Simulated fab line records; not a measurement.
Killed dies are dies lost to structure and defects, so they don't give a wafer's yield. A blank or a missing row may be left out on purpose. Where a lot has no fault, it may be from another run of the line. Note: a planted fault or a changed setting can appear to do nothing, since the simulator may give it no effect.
Chamber matching / flow n5Finfet / rieDiel-02 running N5_DUMMY_GATE_HM_OPEN_21: 4 sister chambers
The step chemistry CH3F/O2, target SiNx, target depth 120 nm, time 171.4 s. 8 wafers are shown with their chamber, then 8 later ones without.

== WAFERS PAIRED WITH THEIR CHAMBERS ==
wafer=L083.2; chamber=1; showerheadPlenumPTorr (Torr)=1.95; throttleValvePct (%)=16.15
wafer=L083.3; chamber=3; showerheadPlenumPTorr (Torr)=2.00; throttleValvePct (%)=16.51
wafer=L084.1; chamber=1; showerheadPlenumPTorr (Torr)=1.94; throttleValvePct (%)=16.16
wafer=L084.6; chamber=2; showerheadPlenumPTorr (Torr)=2.08; throttleValvePct (%)=16.49
wafer=L089.3; chamber=0; showerheadPlenumPTorr (Torr)=1.93; throttleValvePct (%)=17.03
wafer=L089.4; chamber=3; showerheadPlenumPTorr (Torr)=1.99; throttleValvePct (%)=16.53
wafer=L089.6; chamber=0; showerheadPlenumPTorr (Torr)=1.93; throttleValvePct (%)=17.03
wafer=L091.1; chamber=2; showerheadPlenumPTorr (Torr)=2.08; throttleValvePct (%)=16.51

== WAFERS MISSING THEIR CHAMBER ==
wafer=L091.3; showerheadPlenumPTorr (Torr)=1.99; throttleValvePct (%)=16.53
wafer=L091.6; showerheadPlenumPTorr (Torr)=1.92; throttleValvePct (%)=17.05
wafer=L095.1; showerheadPlenumPTorr (Torr)=1.99; throttleValvePct (%)=16.53
wafer=L095.3; showerheadPlenumPTorr (Torr)=1.92; throttleValvePct (%)=17.06
wafer=L095.5; showerheadPlenumPTorr (Torr)=1.99; throttleValvePct (%)=16.55
wafer=L096.1; showerheadPlenumPTorr (Torr)=2.07; throttleValvePct (%)=16.52
wafer=L096.2; showerheadPlenumPTorr (Torr)=1.92; throttleValvePct (%)=17.08
wafer=L096.3; showerheadPlenumPTorr (Torr)=1.99; throttleValvePct (%)=16.54

== WHICH CHAMBER EACH WENT THROUGH ==
wafer=L091.3; from the rows above=3; in truth=3
wafer=L091.6; from the rows above=0; in truth=0
wafer=L095.1; from the rows above=3; in truth=3
wafer=L095.3; from the rows above=0; in truth=0
wafer=L095.5; from the rows above=3; in truth=3
wafer=L096.1; from the rows above=2; in truth=2
wafer=L096.2; from the rows above=0; in truth=0
wafer=L096.3; from the rows above=3; in truth=3
Correctly placed: 8 of 8. Not placeable from these rows: 0. Placed wrongly: 0.
How it was worked out, from the rows above alone: a wafer's distance from a chamber is the root of the sum, over the readings, of the square of ((its reading less the chamber's mean) divided by the reading's scatter). If the next closest chamber is less than 2 further off than the closest, the wafer can't be placed; otherwise it belongs to the closest. For every chamber, the mean is computed from those of its wafers that are shown. The scatter: take each reading less its chamber's mean, square it, sum over the shown wafers, divide by the number of wafers less the number of chambers, and take the root.
